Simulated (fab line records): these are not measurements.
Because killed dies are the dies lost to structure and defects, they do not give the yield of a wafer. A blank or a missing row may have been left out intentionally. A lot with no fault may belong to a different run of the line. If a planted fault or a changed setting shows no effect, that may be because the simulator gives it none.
Matching of chambers || flow nand harc || rie diel-09 running NHARC_A_BLC_STRIP_29: 4 sister chambers
The step strips in CF4. 18 wafers are shown with their chamber, then 9 later ones without.

== WAFERS WITH THEIR CHAMBER ==
{"wafer": "L084.1", "chamber": 2, "drypump motor current A (A)": 5.6, "oes product au (a.u.)": 1.005, "throttle valve pct (%)": 13.290}
{"wafer": "L084.4", "chamber": 0, "drypump motor current A (A)": 5.4, "oes product au (a.u.)": 0.988, "throttle valve pct (%)": 13.280}
{"wafer": "L084.5", "chamber": 3, "drypump motor current A (A)": 5.8, "oes product au (a.u.)": 1.007, "throttle valve pct (%)": 13.271}
{"wafer": "L086.1", "chamber": 3, "drypump motor current A (A)": 5.8, "oes product au (a.u.)": 1.001, "throttle valve pct (%)": 13.262}
{"wafer": "L086.3", "chamber": 0, "drypump motor current A (A)": 5.4, "oes product au (a.u.)": 0.995, "throttle valve pct (%)": 13.287}
{"wafer": "L086.5", "chamber": 1, "drypump motor current A (A)": 6.3, "oes product au (a.u.)": 1.007, "throttle valve pct (%)": 13.271}
{"wafer": "L087.3", "chamber": 0, "drypump motor current A (A)": 5.4, "oes product au (a.u.)": 0.993, "throttle valve pct (%)": 13.268}
{"wafer": "L087.5", "chamber": 2, "drypump motor current A (A)": 5.5, "oes product au (a.u.)": 1.015, "throttle valve pct (%)": 13.294}
{"wafer": "L087.6", "chamber": 1, "drypump motor current A (A)": 6.3, "oes product au (a.u.)": 1.017, "throttle valve pct (%)": 13.293}
{"wafer": "L088.1", "chamber": 1, "drypump motor current A (A)": 6.3, "oes product au (a.u.)": 0.995, "throttle valve pct (%)": 13.284}
{"wafer": "L088.3", "chamber": 3, "drypump motor current A (A)": 5.8, "oes product au (a.u.)": 1.000, "throttle valve pct (%)": 13.282}
{"wafer": "L088.5", "chamber": 3, "drypump motor current A (A)": 5.8, "oes product au (a.u.)": 1.002, "throttle valve pct (%)": 13.284}
{"wafer": "L090.1", "chamber": 2, "drypump motor current A (A)": 5.5, "oes product au (a.u.)": 1.006, "throttle valve pct (%)": 13.296}
{"wafer": "L090.2", "chamber": 1, "drypump motor current A (A)": 6.3, "oes product au (a.u.)": 1.002, "throttle valve pct (%)": 13.280}
{"wafer": "L090.6", "chamber": 2, "drypump motor current A (A)": 5.5, "oes product au (a.u.)": 1.016, "throttle valve pct (%)": 13.278}
{"wafer": "L092.4", "chamber": 2, "drypump motor current A (A)": 5.6, "oes product au (a.u.)": 1.016, "throttle valve pct (%)": 13.283}
{"wafer": "L092.5", "chamber": 0, "drypump motor current A (A)": 5.4, "oes product au (a.u.)": 0.996, "throttle valve pct (%)": 13.288}
{"wafer": "L092.6", "chamber": 3, "drypump motor current A (A)": 5.8, "oes product au (a.u.)": 1.006, "throttle valve pct (%)": 13.276}

SIGNATURES (averages over the wafers above)
{"reading": "drypump motor current A", "chamber 0": 5.400, "chamber 1": 6.300, "chamber 2": 5.540, "chamber 3": 5.800, "scatter within a chamber": 0.0293}
{"reading": "oes product au", "chamber 0": 0.99300, "chamber 1": 1.00525, "chamber 2": 1.01160, "chamber 3": 1.00320, "scatter within a chamber": 0.00572}
{"reading": "throttle valve pct", "chamber 0": 13.28075, "chamber 1": 13.28200, "chamber 2": 13.28820, "chamber 3": 13.27500, "scatter within a chamber": 0.00866}
Rule: for a wafer and a chamber, the distance is found by dividing, reading by reading, the gap between the wafer's reading and the chamber's mean by the reading's scatter, squaring, summing and taking the root. The wafer belongs to the nearest chamber; if the next one is less than 2 further off, it can't be placed. How the scatter is found: for the shown wafers, subtract from each reading the mean of its chamber, square and add these, divide the total by (wafers less chambers), then take the root.

== WAFERS MISSING THEIR CHAMBER ==
{"wafer": "L094.1", "drypump motor current A (A)": 5.8, "oes product au (a.u.)": 1.001, "throttle valve pct (%)": 13.299}
{"wafer": "L094.2", "drypump motor current A (A)": 5.5, "oes product au (a.u.)": 1.011, "throttle valve pct (%)": 13.299}
{"wafer": "L094.3", "drypump motor current A (A)": 5.4, "oes product au (a.u.)": 0.995, "throttle valve pct (%)": 13.281}
{"wafer": "L095.2", "drypump motor current A (A)": 5.5, "oes product au (a.u.)": 1.019, "throttle valve pct (%)": 13.289}
{"wafer": "L095.4", "drypump motor current A (A)": 6.3, "oes product au (a.u.)": 1.007, "throttle valve pct (%)": 13.291}
{"wafer": "L095.6", "drypump motor current A (A)": 5.6, "oes product au (a.u.)": 1.009, "throttle valve pct (%)": 13.285}
{"wafer": "L097.2", "drypump motor current A (A)": 5.8, "oes product au (a.u.)": 1.009, "throttle valve pct (%)": 13.289}
{"wafer": "L097.3", "drypump motor current A (A)": 5.4, "oes product au (a.u.)": 0.994, "throttle valve pct (%)": 13.298}
{"wafer": "L097.6", "drypump motor current A (A)": 5.5, "oes product au (a.u.)": 1.012, "throttle valve pct (%)": 13.267}

== CHAMBER TAKEN BY EACH ==
{"wafer": "L094.1", "from the rows above": 3, "in truth": 3}
{"wafer": "L094.2", "from the rows above": 2, "in truth": 2}
{"wafer": "L094.3", "from the rows above": 0, "in truth": 0}
{"wafer": "L095.2", "from the rows above": 2, "in truth": 2}
{"wafer": "L095.4", "from the rows above": 1, "in truth": 1}
{"wafer": "L095.6", "from the rows above": 2, "in truth": 2}
{"wafer": "L097.2", "from the rows above": 3, "in truth": 3}
{"wafer": "L097.3", "from the rows above": 0, "in truth": 0}
{"wafer": "L097.6", "from the rows above": 2, "in truth": 2}
Correctly placed: 9 of 9. Number that these rows cannot place: 0. Placed wrongly: 0.
